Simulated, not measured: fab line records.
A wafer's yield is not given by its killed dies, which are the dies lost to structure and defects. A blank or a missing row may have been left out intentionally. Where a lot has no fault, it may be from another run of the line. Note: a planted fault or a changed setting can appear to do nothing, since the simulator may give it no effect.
Matching of chambers    flow nand_harc    NHARC_A_CHANNEL_FILL_D1_ETCHBACK_20 on rie_diel-09: 4 sister chambers
The step etches the open film in C4F8/O2/Ar, target depth 27 nm, time 13.5 s. 4 wafers are shown with their chamber, then 7 later ones without.

## WAFERS WITH THEIR CHAMBER
wafer   chamber  rf_vpp_V (V)
L078.5  1        975
L083.2  2        974
L087.5  3        982
L089.4  0        981

## WAFERS WITH NO CHAMBER GIVEN
wafer   rf_vpp_V (V)
L089.5  983
L090.1  976
L090.2  976
L090.5  976
L097.1  976
L097.3  982
L097.6  976

## WHICH CHAMBER EACH ONE RAN IN
wafer   from the rows above      in truth
L089.5  can't be placed: 3 or 0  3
L090.1  can't be placed: 1 or 2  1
L090.2  can't be placed: 1 or 2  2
L090.5  can't be placed: 1 or 2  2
L097.1  can't be placed: 1 or 2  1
L097.3  can't be placed: 3 or 0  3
L097.6  can't be placed: 1 or 2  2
Correctly placed: 0 of 7. From these rows, 7 cannot be placed; in 7 the true chamber is one of the candidates. Wrongly placed: 0.
How it was worked out, from the rows above alone: a wafer's distance from a chamber is the root of the sum, over the readings, of the square of ((its reading less the chamber's mean) divided by the reading's scatter). If the next closest chamber is less than 2 further off than the closest, the wafer can't be placed; otherwise it belongs to the closest. For every chamber, the mean is computed from those of its wafers that are shown. The scatter: with one shown wafer a chamber, the root of the mean of the squares of how far each hidden wafer lies from its nearest shown one.
